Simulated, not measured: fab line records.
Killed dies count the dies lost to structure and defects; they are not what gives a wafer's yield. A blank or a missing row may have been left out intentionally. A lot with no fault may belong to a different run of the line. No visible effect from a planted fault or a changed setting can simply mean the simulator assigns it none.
Which tool did it? -- flow nandHarc -- 11 lots with 33 wafers sampled at 3 steps, on a route of 1302 steps

== WHAT THE GAUGES SHOWED, per wafer ==
NHARC_P_ZERO_WELL_CD_MEAS_24: the cd target is 720 nm.
lot,measured,on,cdNm (nm)
L224,day 2 08:44,cdSem-01,723.8 723.5 720.7
L225,day 2 18:34,cdSem-03,719.1 721.5 722.8
L228,day 4 00:37,cdSem-03,717.8 716.7 720.8
L232,day 5 16:43,cdSem-02,721.6 719.6 720.3
L233,day 6 02:28,cdSem-02,722.3 720.2 720.5
L234,day 6 13:32,cdSem-03,709.4 702.3 706.8
L240,day 9 00:35,cdSem-02,722.2 721.0 721.5
L243,day 10 06:26,cdSem-02,719.3 719.9 723.2
L244,day 10 16:24,cdSem-01,718.6 722.9 721.9
L245,day 11 02:30,cdSem-03,719.8 719.7 723.2
L246,day 11 12:28,cdSem-01,717.3 721.0 721.6

== WHICH TOOL RAN EACH LOT (tool, then ch and the chambers of the sampled wafers, then the start) ==
lot,NHARC_P_ZERO_WELL_ETCH_63,NHARC_P_ZERO_WELL_EXPOSE_21
L224,"rieSi-02 ch 0,3, day 2 07:39","krfScanner-01 ch 0, day 2 08:35"
L225,"rieSi-02 ch 1,2, day 2 17:35","krfScanner-04 ch 0, day 2 18:24"
L228,"rieSi-01 ch 1,2,3, day 3 23:43","krfScanner-01 ch 0, day 4 00:28"
L232,"rieSi-01 ch 1,2, day 5 15:45","krfScanner-04 ch 0, day 5 16:34"
L233,"rieSi-03 ch 0,3, day 6 01:32","krfScanner-03 ch 0, day 6 02:19"
L234,"rieSi-01 ch 0,1,3, day 6 12:39","krfScanner-01 ch 0, day 6 13:23"
L240,"rieSi-01 ch 1,3, day 8 23:40","krfScanner-01 ch 0, day 9 00:25"
L243,"rieSi-02 ch 0,2,3, day 10 05:40","krfScanner-01 ch 0, day 10 06:17"
L244,"rieSi-03 ch 0,3, day 10 15:35","krfScanner-01 ch 0, day 10 16:15"
L245,"rieSi-03 ch 0,3, day 11 01:42","krfScanner-01 ch 0, day 11 02:21"
L246,"rieSi-03 ch 0,1,3, day 11 11:41","krfScanner-01 ch 0, day 11 12:19"
- NHARC_P_ZERO_WELL_ETCH_63: etches the open film in HBr/Cl2, target depth 120 nm, time 40.1 s.
- NHARC_P_ZERO_WELL_EXPOSE_21: exposes mask P NWELL, target cd 720 nm.

== AS READ BY THE TOOLS THEMSELVES (means over the sampled wafers that have a number; for cases with no such wafer, the mark the record gives instead) ==
NHARC_P_ZERO_WELL_ETCH_63.
lot,tool,drypumpMotorCurrentA (A),oesProductAu (a.u.),throttleValvePct (%)
L224,rieSi-02,5.3,1.010,26.401
L225,rieSi-02,6.1,1.006,26.403
L228,rieSi-01,6.1,0.999,26.419
L232,rieSi-01,6.1,0.995,26.406
L233,rieSi-03,5.6,0.987,26.410
L234,rieSi-01,5.9,0.992,26.412
L240,rieSi-01,6.0,0.995,26.407
L243,rieSi-02,5.8,0.996,26.406
L244,rieSi-03,5.7,0.991,26.414
L245,rieSi-03,5.6,0.999,26.404
L246,rieSi-03,6.0,1.001,26.408

NHARC_P_ZERO_WELL_EXPOSE_21.
lot,tool,focusOffsetNm (nm)
L224,krfScanner-01,-0.6
L225,krfScanner-04,-0.3
L228,krfScanner-01,0.5
L232,krfScanner-04,0.0
L233,krfScanner-03,-0.0
L234,krfScanner-01,0.1
L240,krfScanner-01,0.3
L243,krfScanner-01,0.7
L244,krfScanner-01,-0.1
L245,krfScanner-01,0.4
L246,krfScanner-01,0.6

== THE ANSWER, worked out from the rows above alone ==
Rule: the lots themselves supply what counts as usual. The widest of any qualifying gaps counts: lots, ordered by their means at a reading, are off when they make up no more than a third of the lots, leave a main group of 4 or more, and stand apart from it by 3 or more times the standard deviation of that group's means. A main group whose means are all the same, to the digits that the tables above print for the reading, isn't used. Also off: a lot with no number at a reading for which 4 or more lots have one. All remaining lots with rows at the step are treated as sound. First the gauges in route order, then the tools' own readings, where a lot's mean is used as printed above. The first step at which some lot is off is used, and at that step the reading that is off furthest; a lot without a number counts as furthest.
Off, at NHARC_P_ZERO_WELL_CD_MEAS_24 on cdNm: L234. The main group: mean 720.8 nm, standard deviation 1.
If a tool, at a process step before that reading, ran all the lots that are off and no sound lot after the first of them, it fits. The gauges at NHARC_P_ZERO_WELL_CD_MEAS_24 are tried like those tools. Of those tried, none fits.

== WHAT THE SIMULATOR HAD PUT IN ==
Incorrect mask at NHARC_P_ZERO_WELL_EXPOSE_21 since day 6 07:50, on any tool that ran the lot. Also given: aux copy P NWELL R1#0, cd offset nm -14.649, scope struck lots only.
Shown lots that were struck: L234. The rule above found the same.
